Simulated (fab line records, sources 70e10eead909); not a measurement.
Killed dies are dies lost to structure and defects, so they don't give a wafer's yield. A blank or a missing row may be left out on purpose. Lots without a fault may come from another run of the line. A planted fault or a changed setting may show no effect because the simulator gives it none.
Which tool did it? | flow nand_harc | 15 lots, 45 wafers sampled, at 4 steps of a route of 1159

WHAT THE GAUGES READ, wafer by wafer
NHARC_P_M0_THK_MEAS_24: measures by xrf. Usual: thk_nm 117.1 nm, standard deviation 1.3.
lot  | measured     | on            | thk_nm (nm)       | flag
L528 | day 6 11:52  | film_metro-02 | 117.0 116.9 117.6 |
L531 | day 6 16:20  | film_metro-01 | 119.4 119.1 118.4 |
L529 | day 6 22:47  | film_metro-02 | 117.2 118.2 117.9 |
L532 | day 7 04:50  | film_metro-01 | 115.6 116.6 115.8 |
L533 | day 7 10:36  | film_metro-01 | 118.6 117.7 117.4 |
L534 | day 7 15:49  | film_metro-02 | 400.3 407.2 395.7 | OFF
L535 | day 8 01:22  | film_metro-01 | 403.9 402.9 400.6 | OFF
L536 | day 8 06:44  | film_metro-02 | 394.7 399.8 396.3 | OFF
L541 | day 9 08:05  | film_metro-02 | 117.7 117.5 117.7 |
L540 | day 9 08:41  | film_metro-01 | 117.4 118.1 114.6 |
L544 | day 10 01:22 | film_metro-02 | 118.9 118.6 116.1 |
L543 | day 10 01:55 | film_metro-01 | 115.1 116.7 115.1 |
L546 | day 10 17:40 | film_metro-01 | 116.4 116.1 115.4 |
L549 | day 11 03:11 | film_metro-02 | 117.0 118.2 115.5 |
L550 | day 11 19:25 | film_metro-01 | 116.9 119.0 116.9 |

WHICH TOOL RAN EACH LOT (tool, then ch and the chambers of the sampled wafers, then the start)
lot  | NHARC_P_CONTACT_CMP_24        | NHARC_P_M0_ETCH_15                            | NHARC_P_M0_CMP_23
L528 | cmp-01 ch 0,1,2, day 6 07:59  | rie_diel-03 ch 1,2, day 6 11:34 or earlier    | cmp-03 ch 0,1, day 6 11:34
L531 | cmp-01 ch 1,2,3, day 6 12:23  | rie_diel-13 ch 0,1,3, day 6 16:01 or earlier  | cmp-02 ch 0,1,2, day 6 16:01
L529 | cmp-01 ch 0,1, day 6 18:50    | rie_diel-03 ch 1,2, day 6 22:29 or earlier    | cmp-01 ch 2,3, day 6 22:29
L532 | cmp-03 ch 2,3, day 7 01:08    | rie_diel-13 ch 0,1,2, day 7 04:34 or earlier  | cmp-03 ch 1,2,3, day 7 04:34
L533 | cmp-03 ch 1,2,3, day 7 06:46  | rie_diel-01 ch 1,3, day 7 10:17 or earlier    | cmp-01 ch 0,1,3, day 7 10:17
L534 | cmp-04 ch 1,2, day 7 11:53    | rie_diel-03 ch 0,1, day 7 15:29 or earlier    | cmp-02 ch 1,2, day 7 15:29
L535 | cmp-01 ch 1,3, day 7 21:37    | rie_diel-13 ch 0,1, day 8 01:07 or earlier    | cmp-01 ch 1,2,3, day 8 01:07
L536 | cmp-01 ch 0,1,3, day 8 02:49  | rie_diel-01 ch 0,2,3, day 8 06:26 or earlier  | cmp-02 ch 1,2,3, day 8 06:26
L541 | cmp-04 ch 0,2, day 9 04:17    | rie_diel-13 ch 1,2, day 9 07:48 or earlier    | cmp-01 ch 0,2, day 9 07:48
L540 | cmp-04 ch 0,2,3, day 9 04:53  | rie_diel-01 ch 0,3, day 9 08:27 or earlier    | cmp-03 ch 0,1,2, day 9 08:27
L544 | cmp-03 ch 1,2,3, day 9 21:32  | rie_diel-01 ch 0,2,3, day 10 01:03 or earlier | cmp-03 ch 0,2,3, day 10 01:03
L543 | cmp-01 ch 1,2,3, day 9 22:04  | rie_diel-01 ch 0,1,3, day 10 01:36 or earlier | cmp-01 ch 0,2,3, day 10 01:36
L546 | cmp-03 ch 0,1, day 10 13:37   | rie_diel-01 ch 1,2,3, day 10 17:21 or earlier | cmp-02 ch 0,2, day 10 17:21
L549 | cmp-04 ch 0,1,2, day 10 23:17 | rie_diel-03 ch 0,1,2, day 11 02:55 or earlier | cmp-01 ch 0,1,3, day 11 02:55
L550 | cmp-04 ch 0,1,3, day 11 15:40 | rie_diel-03 ch 0,2,3, day 11 19:10 or earlier | cmp-02 ch 0,2,3, day 11 19:10
- NHARC_P_CONTACT_CMP_24: polishes, t overpolish 30 s, target thk 200 nm.
- NHARC_P_M0_ETCH_15: etches the open film in C4F8/Ar, target depth 150 nm, overetch 15 nm, time 82.5 s.
- NHARC_P_M0_CMP_23: polishes, t overpolish 20 s, target thk 117.53 nm.

WHAT THE TOOLS THEMSELVES READ (means of the sampled wafers that have a number; where no wafer has one, the mark that the record gives instead)
NHARC_P_CONTACT_CMP_24. Usual: edge_zone_pressure_frac 1.000, standard deviation 0.0053; motor_current_A 11.6 A, standard deviation 0.9; overpolish_run_s 30.000 s, standard deviation 0.0086; time_to_endpoint_s 39.6 s, standard deviation 2.2.
lot  | tool   | edge_zone_pressure_frac | motor_current_A (A) | overpolish_run_s (s) | time_to_endpoint_s (s) | flag
L528 | cmp-01 | 1.002                   | 11.9                | 30.002               | 39.1                   |
L531 | cmp-01 | 1.005                   | 12.0                | 30.003               | 38.5                   |
L529 | cmp-01 | 0.997                   | 11.5                | 30.004               | 39.8                   |
L532 | cmp-03 | 0.996                   | 11.1                | 30.005               | 38.5                   |
L533 | cmp-03 | 1.001                   | 11.3                | 30.009               | 39.0                   |
L534 | cmp-04 | 0.999                   | 12.3                | 29.997               | 38.4                   |
L535 | cmp-01 | 1.004                   | 10.8                | 29.988               | 43.2                   |
L536 | cmp-01 | 0.998                   | 11.3                | 30.007               | 40.3                   |
L541 | cmp-04 | 1.003                   | 12.5                | 30.007               | 39.0                   |
L540 | cmp-04 | 1.001                   | 11.4                | 29.991               | 38.4                   |
L544 | cmp-03 | 0.999                   | 11.6                | 30.003               | 38.9                   |
L543 | cmp-01 | 0.996                   | 12.0                | 29.999               | 36.7                   |
L546 | cmp-03 | 0.995                   | 11.6                | 29.997               | 38.8                   |
L549 | cmp-04 | 1.001                   | 12.2                | 29.989               | 39.2                   |
L550 | cmp-04 | 0.999                   | 10.7                | 30.007               | 40.4                   |

NHARC_P_M0_ETCH_15. Usual: oes_product_au 0.962 a.u., standard deviation 0.02; rf_vpp_V 441.1 V, standard deviation 2.6.
lot  | tool        | oes_product_au (a.u.) | rf_vpp_V (V) | flag
L528 | rie_diel-03 | 0.955                 | 438.6        |
L531 | rie_diel-13 | 0.932                 | 440.8        |
L529 | rie_diel-03 | 0.964                 | 439.1        |
L532 | rie_diel-13 | 0.976                 | 441.7        |
L533 | rie_diel-01 | 0.970                 | 443.0        |
L534 | rie_diel-03 | 0.929                 | 441.3        |
L535 | rie_diel-13 | 0.979                 | 441.6        |
L536 | rie_diel-01 | 0.923                 | 440.0        |
L541 | rie_diel-13 | 0.964                 | 442.5        |
L540 | rie_diel-01 | 0.956                 | 443.5        |
L544 | rie_diel-01 | 0.957                 | 440.7        |
L543 | rie_diel-01 | 0.976                 | 442.1        |
L546 | rie_diel-01 | 0.961                 | 441.4        |
L549 | rie_diel-03 | 0.973                 | 440.2        |
L550 | rie_diel-03 | 0.972                 | 440.2        |

NHARC_P_M0_CMP_23. Usual: edge_zone_pressure_frac 1.000, standard deviation 0.0048; motor_current_A 11.5 A, standard deviation 0.79; time_to_endpoint_s 27.8 s, standard deviation 2.1.
lot  | tool   | edge_zone_pressure_frac | motor_current_A (A) | time_to_endpoint_s (s) | flag
L528 | cmp-03 | 0.998                   | 11.0                | 26.4                   |
L531 | cmp-02 | 1.002                   | 11.5                | 28.2                   |
L529 | cmp-01 | 0.999                   | 11.9                | 29.5                   |
L532 | cmp-03 | 1.000                   | 11.0                | 26.6                   |
L533 | cmp-01 | 1.003                   | 11.5                | 30.9                   |
L534 | cmp-02 | -                       | -                   | -                      | OFF
L535 | cmp-01 | -                       | -                   | -                      | OFF
L536 | cmp-02 | -                       | -                   | -                      | OFF
L541 | cmp-01 | 1.004                   | 12.2                | 29.3                   |
L540 | cmp-03 | 1.001                   | 11.7                | 24.7                   |
L544 | cmp-03 | 0.999                   | 11.2                | 28.8                   |
L543 | cmp-01 | 0.996                   | 12.1                | 28.4                   |
L546 | cmp-02 | 0.997                   | 12.2                | 25.8                   |
L549 | cmp-01 | 1.000                   | 11.8                | 27.1                   |
L550 | cmp-02 | 0.995                   | 11.2                | 25.3                   |

THE ANSWER, worked out from the rows above alone
Rule: a lot is off if the mean of its wafers that have a number lies more than 3 standard deviations from the usual mean. A lot without any number at a reading at which 4 lots or more have one is off too. The other lots that the step has rows for count as sound. The gauges are gone through in route order, then the tools' own readings, and for those a lot's mean is taken as printed above. The first step at which some lot is off is used, and at that step the reading that is off furthest; a lot without a number counts as furthest.
Off: L534, L535, L536, at NHARC_P_M0_THK_MEAS_24 (thk_nm).
A tool fits if, at a process step before that reading, it ran every lot that is off, and no sound lot after the first of them. The gauges at NHARC_P_M0_THK_MEAS_24 aren't tried: what is off there is off at NHARC_P_M0_CMP_23 too, on other tools, and a gauge's error can't cause that. NHARC_P_M0_ETCH_15 gives no start for some lots, so the hours and the order of its lots are those of NHARC_P_M0_CMP_23. None of those tried fits.

WHAT THE SIMULATOR HAD PUT IN
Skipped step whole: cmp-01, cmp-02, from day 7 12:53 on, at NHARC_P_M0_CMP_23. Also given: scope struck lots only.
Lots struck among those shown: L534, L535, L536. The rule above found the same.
